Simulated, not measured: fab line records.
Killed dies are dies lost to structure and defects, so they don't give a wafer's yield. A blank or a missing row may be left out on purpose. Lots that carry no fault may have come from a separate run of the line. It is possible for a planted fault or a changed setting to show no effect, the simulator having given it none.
fab line records	flow n5Finfet	part 1 of 2: steps 1 to 4 of 6
record: lots: 22	wafers: 66	lastDay: 19
route steps=1938 shown BEOL_M7@1307 BEOL_M8@1332 BEOL_M9@1422
lots that met no fault: taken from a fault-free run of the same line
startH: hours from the record's opening day to when the first of the lot's shown wafers began	waitH: how many hours have passed since the lot's step before this one	" repeats the value in the row above	L1.1+2: one row covering several wafers at once	- either no value or no given start	* or withheld: withheld	< > ~ a bound
route shown NAME@n: names a module that has steps shown in the file, with the first one's number in the route	usual: mean/standard deviation taken from wafers without a fault	same: alike in all rows	chamber/n: place in a boat	sites: the reading at each site	_std_site: the values' standard deviation	_edge_site: the outer-site mean with the inner-site mean subtracted	radiusMm: how far each site lies from the wafer's centre	mask NAME#n: copy n	behind: the tool/chamber that last shaped the wafer	hold: reason for holding the lot/hours on hold/outcome of the hold	device: transistor that didn't switch, given as n, p or np	end of line: the same wafers' tests at the end of the route	a step given without rows: its recipe and nothing more	killed: at the first sort, the dies lost to defects and structure; wafer yield is something else	map: dies across one wafer; x = killed, . = not, _ = none there
set.NAME: the run value of the setting; set.NAME@STEP: its run value at that earlier step	model.NAME: the simulator's own value behind a step, which no gauge read
route steps across a sampled set of lots; one table per step, one row per wafer
services: when a tool's chamber went out of use (startH, in hours from the record's first day, below 0 if earlier), for how many hours, and the reason
== steps ==
step: N5_BEOL_M7_STRIP_36
recipe: chemistry: N2/H2	powerW: 450	tempC: 40	pressureMtorr: 20	rfFrequencyHz: 6e+07	overashFraction: 0.3	biasPowerW: 7	h2Frac: 0.5	n2FlowSccm: 200	h2FlowSccm: 200
usual: drypumpMotorCurrentA: 5.8/0.51	oesProductAu: 0.76/0.076	rfVppV: 59.1/1.4	showerheadPlenumPTorr: 2.53/0.076	throttleValvePct: 23.8/0.4
lot.wafer	tool	chamber	startH	waitH	drypumpMotorCurrentA	oesProductAu	rfHoursCounterH	rfVppV	showerheadPlenumPTorr	throttleValvePct
L074.3	rieDiel-01	0	227.84	0.0	6.2	0.92	13	61.7	2.50	23.0
L074.5	"	3	"	"	6.2	0.74	-	57.4	2.65	23.7
L074.6	"	0	"	"	6.1	0.90	-	60.0	2.50	23.0
L075.2	rieDiel-04	1	231.62	0.0	6.1	0.77	135	59.1	2.46	24.4
L075.3	"	0	"	"	5.9	0.69	227	61.4	2.62	23.5
L075.5	"	3	"	"	6.0	0.74	-	62.1	2.53	23.9
L076.1	rieDiel-01	0	232.06	0.0	6.2	0.93	14	59.5	2.50	23.0
L076.2	"	1	"	"	6.2	0.70	204	56.4	2.43	24.1
L076.6	"	1	"	"	6.3	0.71	-	56.9	2.43	24.1
L077.1	rieDiel-04	0	240.78	0.0	5.9	0.70	230	61.6	2.62	23.5
L077.2	"	2	"	"	5.2	0.93	14	59.2	2.51	23.6
L077.6	"	0	"	"	5.9	0.68	-	59.2	2.62	23.5
L078.1	rieDiel-03	1	247.60	0.0	6.1	0.71	214	59.9	2.62	23.7
L078.3	"	3	"	"	6.4	0.84	82	57.8	2.46	23.5
L078.4	"	0	"	"	5.0	0.71	174	59.8	2.55	24.2
L080.3	rieDiel-04	1	262.55	0.0	6.1	0.76	144	58.5	2.45	24.5
L080.5	"	2	"	"	5.2	0.90	-	58.0	2.50	23.6
L080.6	"	1	"	"	6.1	0.76	-	60.3	2.45	24.5
L079.1	rieDiel-01	2	264.38	0.0	5.7	0.74	190	59.5	2.62	23.8
L079.3	"	3	"	"	6.2	0.74	194	60.8	2.64	23.7
L079.6	"	2	"	"	5.7	0.73	-	59.5	2.62	23.8
L081.1	rieDiel-03	3	266.79	0.0	6.4	0.81	89	60.0	2.45	23.5
L081.2	"	2	"	"	4.7	0.74	173	57.8	2.63	23.9
L081.5	"	2	"	"	4.7	0.75	-	58.5	2.63	23.9
L082.1	rieDiel-04	2	276.30	0.0	5.2	0.91	23	58.9	2.50	23.7
L082.2	"	3	"	"	6.0	0.73	198	60.3	2.53	23.9
L082.6	"	2	"	"	5.3	0.90	-	59.9	2.50	23.6
L083.1	rieDiel-03	2	276.47	0.0	4.7	0.75	176	59.5	2.63	23.9
L083.2	"	3	"	"	6.4	0.81	92	57.4	2.45	23.5
L083.3	"	0	"	"	5.0	0.72	184	59.1	2.54	24.2
L084.1	rieDiel-04	0	280.58	0.0	5.9	0.68	241	60.0	2.61	23.5
L084.5	"	2	"	"	5.3	0.91	-	60.7	2.50	23.6
L084.6	"	1	"	"	6.1	0.76	-	57.8	2.45	24.5
L087.2	rieDiel-01	2	294.43	0.0	5.7	0.73	200	57.9	2.62	23.8
L087.5	"	2	"	"	5.7	0.74	-	59.1	2.62	23.8
L087.6	"	3	"	"	6.2	0.72	-	60.7	2.64	23.7
L085.1	rieDiel-04	1	303.68	0.0	6.1	0.75	157	57.4	2.45	24.5
L085.3	"	3	"	"	6.0	0.72	206	63.7	2.52	23.9
L085.6	"	2	"	"	5.2	0.88	-	57.8	2.50	23.6
L086.1	rieDiel-03	0	309.39	0.0	5.0	0.69	195	62.5	2.54	24.2
L086.3	"	2	"	"	4.7	0.73	186	56.8	2.63	23.9
L086.5	"	0	"	"	5.0	0.70	-	58.3	2.54	24.2
L089.1	rieDiel-01	0	311.14	0.0	6.1	0.87	38	62.0	2.49	23.0
L089.3	"	3	"	"	6.2	0.72	208	60.7	2.64	23.7
L089.6	"	3	"	"	6.2	0.71	-	60.3	2.64	23.7
L088.3	rieDiel-04	3	317.29	0.0	6.0	0.72	212	59.4	2.52	23.9
L088.5	"	3	"	"	6.0	0.73	-	57.3	2.52	23.9
L088.6	"	2	"	"	5.2	0.89	-	58.8	2.50	23.7
L090.1	rieDiel-03	3	333.30	0.0	6.4	0.79	112	58.3	2.44	23.5
L090.3	"	1	"	"	6.1	0.70	236	57.7	2.61	23.8
L090.5	"	2	"	"	4.7	0.72	-	59.0	2.62	24.0
L095.1	rieDiel-03	3	344.99	0.0	6.4	0.79	116	59.2	2.44	23.5
L095.4	"	2	"	"	4.7	0.73	-	58.2	2.62	24.0
L095.6	"	3	"	"	6.4	0.78	-	58.8	2.44	23.5
L093.1	rieDiel-01	2	345.32	0.0	5.7	0.70	216	57.2	2.61	23.8
L093.3	"	0	"	"	6.2	0.84	49	57.3	2.49	23.1
L093.5	"	1	"	"	6.2	0.68	-	58.6	2.42	24.1
L094.1	rieDiel-03	1	354.72	0.0	6.1	0.69	243	60.8	2.61	23.8
L094.2	"	0	"	"	5.0	0.69	206	60.2	2.53	24.2
L094.5	"	1	"	"	6.1	0.69	-	59.7	2.61	23.8
L097.1	rieDiel-04	1	378.95	0.0	6.1	0.73	180	57.3	2.44	24.5
L097.3	"	2	"	"	5.2	0.83	58	60.4	2.49	23.7
L097.6	"	1	"	"	6.1	0.73	-	56.7	2.44	24.5
L096.1	rieDiel-04	0	379.35	0.0	5.9	0.96	11	58.1	2.60	22.9
L096.3	"	2	"	"	5.3	0.85	58	59.3	2.49	23.7
L096.4	"	3	"	"	6.0	0.70	232	57.8	2.51	23.9
step: N5_BEOL_M7_CMP_52
recipe: stopOn: SiCOH_lowk	tOverpolishS: 6.9	downForcePsi: 1	platenRpm: 50	clearingPlatenDownForcePsi: 1.5	clearingPlatenRpm: 50	postCmpClean: cuAlkaline	targetThkNm: 80	clearingPlatenPadVelocityMS: 0.99484	padVelocityMS: 0.99484
usual: barrierFieldEndpointS: 28.9/0.62	headPressurePsi: 1.0001/0.0023	motorCurrentA: 6.0/0.57	overpolishRunS: 6.900/0.0093	platenRpm: 49.998/0.029	timeToEndpointS: 62.0/2.8
lot.wafer	tool	chamber	startH	waitH	barrierFieldEndpointS	headPressurePsi	motorCurrentA	overpolishRunS	platenRpm	timeToEndpointS
L074.3	cmp-02	1	232.31	0.3	29.5	1.0008	5.7	6.899	50.004	60.7
L074.5	"	2	"	"	29.4	1.0053	5.9	6.893	50.004	62.5
L074.6	"	3	"	"	29.1	1.0000	6.4	6.905	49.975	61.3
L075.3	cmp-04	0	235.41	0.2	29.5	1.0024	6.0	6.907	50.048	67.0
L075.2	"	3	"	"	28.5	0.9979	6.4	6.907	50.038	62.6
L075.5	"	1	"	"	28.6	1.0000	6.0	6.898	50.054	61.4
L076.1	cmp-04	3	237.16	0.3	28.3	0.9971	6.3	6.908	49.995	63.7
L076.2	"	1	"	"	27.6	1.0007	6.0	6.902	50.000	58.0
L076.6	"	3	"	"	29.1	0.9960	6.2	6.901	49.990	60.2
L077.1	cmp-04	0	245.02	0.3	28.7	0.9996	5.9	6.926	50.004	63.8
L077.2	"	1	"	"	28.4	1.0043	5.9	6.917	50.002	62.2
L077.6	"	3	"	"	29.3	1.0015	6.2	6.898	50.031	65.8
L078.1	cmp-04	3	253.22	0.3	29.4	1.0009	6.5	6.908	49.961	59.4
L078.3	"	0	"	"	29.4	1.0022	6.3	6.909	49.992	62.3
L078.4	"	1	"	"	29.1	0.9983	5.7	6.913	50.007	60.1
L080.3	cmp-04	3	265.56	0.3	28.4	1.0026	6.3	6.895	49.967	61.5
L080.6	"	1	"	"	28.8	1.0024	5.4	6.896	49.980	62.0
L080.5	"	2	"	"	28.7	1.0025	6.1	6.895	50.001	57.1
L079.3	cmp-03	3	268.53	0.2	28.2	1.0019	6.3	6.907	50.045	56.4
L079.1	"	0	"	"	28.0	1.0016	7.0	6.896	49.931	58.6
L079.6	"	2	"	"	29.7	0.9984	6.1	6.905	50.005	63.5
L081.1	cmp-03	2	269.34	0.3	28.2	1.0007	6.4	6.907	50.004	59.7
L081.2	"	0	"	"	28.4	0.9983	7.2	6.907	50.008	59.6
L081.5	"	1	"	"	29.4	1.0016	5.1	6.910	50.023	61.0
L082.2	cmp-02	3	278.61	0.2	28.1	1.0025	6.8	6.901	50.004	58.6
L082.1	"	1	"	"	28.4	0.9992	5.7	6.886	49.996	58.6
L082.6	"	0	"	"	29.5	0.9969	5.2	6.915	50.069	60.0
L083.3	cmp-03	0	280.62	0.2	28.3	0.9975	7.0	6.899	49.994	62.8
L083.2	"	1	"	"	29.2	1.0021	4.8	6.889	49.965	65.1
L083.1	"	3	"	"	27.7	0.9994	6.5	6.892	49.986	59.8
L084.1	cmp-03	1	284.58	0.3	30.1	0.9991	5.3	6.912	49.982	69.2
L084.5	"	1	"	"	29.6	0.9993	4.9	6.893	50.052	66.6
L084.6	"	2	"	"	30.0	0.9962	6.1	6.901	49.974	69.1
L087.2	cmp-03	1	297.16	0.2	29.4	0.9996	4.8	6.892	49.919	64.6
L087.6	"	1	"	"	29.3	0.9920	4.9	6.883	49.980	64.5
L087.5	"	2	"	"	29.3	0.9992	6.4	6.908	50.008	64.4
L085.3	cmp-02	1	306.13	0.3	29.0	0.9987	5.5	6.910	49.991	62.3
L085.1	"	2	"	"	29.1	1.0019	6.2	6.894	50.011	65.0
L085.6	"	3	"	"	29.5	0.9994	6.4	6.904	50.027	66.6
L086.3	cmp-03	2	311.66	0.4	29.1	0.9996	6.2	6.909	50.060	63.3
L086.1	"	3	"	"	28.0	0.9965	6.2	6.895	50.013	56.8
L086.5	"	1	"	"	29.1	1.0006	5.0	6.890	49.974	62.0
L089.3	cmp-04	2	313.31	0.2	29.1	1.0023	6.3	6.910	50.003	63.9
L089.1	"	3	"	"	29.2	1.0017	6.6	6.886	49.940	61.5
L089.6	"	1	"	"	29.5	0.9966	5.5	6.876	50.034	63.3
L088.3	cmp-03	3	320.31	0.3	27.9	1.0001	6.4	6.908	50.033	59.5
L088.6	"	0	"	"	29.4	1.0002	7.5	6.892	49.981	65.7
L088.5	"	1	"	"	29.2	0.9997	5.2	6.902	49.982	64.6
L090.3	cmp-03	2	335.64	0.2	29.1	1.0025	6.0	6.903	49.981	68.8
L090.1	"	0	"	"	28.9	0.9954	7.1	6.899	49.974	66.1
L090.5	"	2	"	"	29.6	1.0004	6.0	6.908	49.950	67.0
L095.1	cmp-02	0	347.57	0.3	28.2	1.0015	5.3	6.898	50.019	59.1
L095.4	"	1	"	"	27.9	0.9968	5.6	6.915	49.977	62.6
L095.6	"	0	"	"	28.8	0.9985	5.4	6.895	50.005	62.7
L093.3	cmp-04	1	347.80	0.2	28.4	1.0005	5.8	6.901	50.007	59.7
L093.1	"	2	"	"	28.2	1.0025	6.3	6.895	49.987	59.5
L093.5	"	1	"	"	29.4	1.0039	6.2	6.907	50.026	61.2
L094.2	cmp-04	0	357.58	0.4	29.1	0.9987	6.3	6.903	49.972	63.0
L094.1	"	3	"	"	28.9	1.0034	6.5	6.900	49.986	60.7
L094.5	"	0	"	"	30.0	0.9988	6.0	6.915	49.970	62.7
L097.3	cmp-02	1	382.28	0.2	27.8	0.9998	5.7	6.891	49.984	58.6
L097.1	"	0	"	"	27.7	1.0011	5.3	6.886	50.026	60.0
L097.6	"	2	"	"	28.9	0.9973	6.1	6.900	50.032	61.5
L096.4	cmp-02	1	382.73	0.3	28.5	1.0039	5.6	6.892	50.027	60.1
L096.1	"	3	"	"	28.5	1.0020	6.2	6.916	50.033	62.6
L096.3	"	0	"	"	28.8	1.0017	5.3	6.900	50.014	62.9
step: N5_BEOL_M8_ILD_DEP_00
recipe: material: SiCOH_lowk	targetThkA: 1797.5	tempC: 300	precursor: DEMS/porogen	pressureTorr: 5	rfW: 500	timeS: 33.4
usual: heaterPowerW: 301/40	showerheadPlenumPTorr: 5.741/0.019	throttleValvePct: 14.3/0.57
lot.wafer	tool	chamber	startH	waitH	heaterPowerW	showerheadPlenumPTorr	throttleValvePct
L074.3	pecvd-01	1	232.70	0.1	366	5.741	14.1
L074.5	"	0	"	"	274	5.732	14.7
L074.6	"	1	"	"	381	5.726	14.1
L075.2	pecvd-01	0	235.90	0.0	313	5.731	14.8
L075.3	"	1	"	"	333	5.753	14.1
L075.5	"	1	"	"	340	5.773	13.8
L076.1	pecvd-01	1	237.61	0.0	365	5.747	14.1
L076.2	"	0	"	"	309	5.744	14.7
L076.6	"	1	"	"	374	5.751	14.3
L077.1	pecvd-03	2	245.43	0.0	266	5.739	13.6
L077.2	"	0	"	"	308	5.737	14.1
L077.6	"	1	"	"	270	5.745	15.0
L078.1	pecvd-04	2	253.67	0.0	358	5.716	13.2
L078.3	"	1	"	"	266	5.749	14.3
L078.4	"	1	"	"	261	5.766	14.4
L080.3	pecvd-03	0	265.97	0.0	318	5.740	13.9
L080.5	"	1	"	"	322	5.745	15.1
L080.6	"	0	"	"	313	5.743	14.2
L079.1	pecvd-01	0	268.98	0.0	294	5.730	15.0
L079.3	"	1	"	"	315	5.770	13.9
L079.6	"	1	"	"	318	5.758	14.2
L081.1	pecvd-04	2	269.79	0.0	360	5.717	13.4
L081.2	"	0	"	"	273	5.761	14.9
L081.5	"	1	"	"	303	5.754	14.3
L082.1	pecvd-04	2	279.10	0.0	344	5.713	13.4
L082.2	"	1	"	"	311	5.762	14.4
L082.6	"	1	"	"	315	5.759	14.4
L083.1	pecvd-01	1	281.10	0.0	305	5.763	14.0
L083.2	"	2	"	"	300	5.719	14.1
L083.3	"	0	"	"	323	5.741	14.9
L084.1	pecvd-03	1	285.06	0.0	336	5.738	15.3
L084.5	"	1	"	"	328	5.746	15.5
L084.6	"	0	"	"	266	5.750	14.2
L087.2	pecvd-04	2	297.65	0.0	369	5.718	13.4
L087.5	"	1	"	"	272	5.752	14.5
L087.6	"	0	"	"	249	5.764	14.6
L085.1	pecvd-01	1	306.54	0.0	352	5.758	14.0
L085.3	"	0	"	"	326	5.748	15.1
L085.6	"	1	"	"	358	5.767	13.8
L086.1	pecvd-04	0	312.11	0.0	272	5.763	14.9
L086.3	"	1	"	"	257	5.762	14.2
L086.5	"	1	"	"	272	5.754	14.3
L089.1	pecvd-04	2	313.76	0.0	345	5.706	13.2
L089.3	"	0	"	"	218	5.762	14.7
L089.6	"	0	"	"	219	5.756	15.0
L088.3	pecvd-01	0	320.69	0.0	331	5.751	15.0
L088.5	"	2	"	"	262	5.724	14.0
L088.6	"	0	"	"	338	5.728	15.2
L090.1	pecvd-04	0	336.13	0.0	256	5.766	14.5
L090.3	"	2	"	"	355	5.715	13.4
L090.5	"	2	"	"	367	5.718	13.6
L095.1	pecvd-03	2	348.02	0.0	275	5.737	13.6
L095.4	"	0	"	"	251	5.755	14.2
L095.6	"	1	"	"	266	5.752	15.2
L093.1	pecvd-01	1	348.30	0.0	342	5.735	14.4
L093.3	"	2	"	"	294	5.699	14.1
L093.5	"	2	"	"	300	5.704	14.2
L094.1	pecvd-01	2	358.07	0.0	269	5.709	14.3
L094.2	"	0	"	"	325	5.736	15.1
L094.5	"	2	"	"	279	5.723	14.0
L097.1	pecvd-03	0	382.77	0.0	312	5.737	14.3
L097.3	"	1	"	"	311	5.732	15.3
L097.6	"	2	"	"	277	5.754	13.9
L096.1	pecvd-03	0	383.22	0.0	276	5.740	14.4
L096.3	"	1	"	"	270	5.748	15.4
L096.4	"	2	"	"	238	5.753	14.0
step: N5_BEOL_M8_THK_MEAS_53
recipe: thkMeasGauge: xrf	reads: Cu_of_BEOL_M8_ECD_50
usual: M8_THK: 78.6/1.8
lot.wafer	tool	chamber	startH	waitH	M8_THK[nm]
L074.3	filmMetro-02	-	241.38	-	76.5
L074.5	"	-	"	"	77.5
L074.6	"	-	"	"	77.3
L075.2	filmMetro-02	-	244.78	-	80.7
L075.3	"	-	"	"	76.5
L075.5	"	-	"	"	73.8
L076.1	filmMetro-02	-	245.51	-	77.4
L076.2	"	-	"	"	79.0
L076.6	"	-	"	"	77.4
L077.1	filmMetro-02	-	254.58	-	79.3
L077.2	"	-	"	"	78.1
L077.6	"	-	"	"	80.4
L078.1	filmMetro-02	-	261.41	-	79.3
L078.3	"	-	"	"	78.9
L078.4	"	-	"	"	75.0
L080.3	filmMetro-02	-	275.11	-	80.1
L080.5	"	-	"	"	80.9
L080.6	"	-	"	"	75.8
L079.1	filmMetro-02	-	278.57	-	79.4
L079.3	"	-	"	"	78.3
L079.6	"	-	"	"	78.7
L081.1	filmMetro-01	-	280.38	-	77.0
L081.2	"	-	"	"	79.9
L081.5	"	-	"	"	75.6
L082.1	filmMetro-01	-	285.84	-	79.3
L082.2	"	-	"	"	80.9
L082.6	"	-	"	"	80.0
L083.1	filmMetro-02	-	289.36	-	76.9
L083.2	"	-	"	"	78.6
L083.3	"	-	"	"	79.6
L084.1	filmMetro-01	-	294.74	-	77.4
L084.5	"	-	"	"	77.5
L084.6	"	-	"	"	77.7
L087.2	filmMetro-01	-	306.95	-	78.5
L087.5	"	-	"	"	80.0
L087.6	"	-	"	"	76.3
L085.1	filmMetro-02	-	313.67	-	77.9
L085.3	"	-	"	"	78.4
L085.6	"	-	"	"	80.7
L086.1	filmMetro-01	-	318.10	-	77.7
L086.3	"	-	"	"	80.9
L086.5	"	-	"	"	76.6
L089.1	filmMetro-01	-	321.50	-	78.0
L089.3	"	-	"	"	80.8
L089.6	"	-	"	"	77.3
L088.3	filmMetro-02	-	329.67	-	77.1
L088.5	"	-	"	"	80.0
L088.6	"	-	"	"	78.6
L090.1	filmMetro-02	-	344.18	-	77.8
L090.3	"	-	"	"	81.6
L090.5	"	-	"	"	80.5
L095.1	filmMetro-02	-	355.66	-	80.5
L095.4	"	-	"	"	80.1
L095.6	"	-	"	"	79.2
L093.1	filmMetro-01	-	357.43	-	76.4
L093.3	"	-	"	"	78.1
L093.5	"	-	"	"	77.1
L094.1	filmMetro-02	-	368.81	-	78.4
L094.2	"	-	"	"	78.7
L094.5	"	-	"	"	79.4
L097.1	filmMetro-02	-	389.81	-	75.9
L097.3	"	-	"	"	76.7
L097.6	"	-	"	"	77.2
L096.1	filmMetro-02	-	393.24	-	78.0
L096.3	"	-	"	"	81.7
L096.4	"	-	"	"	78.3
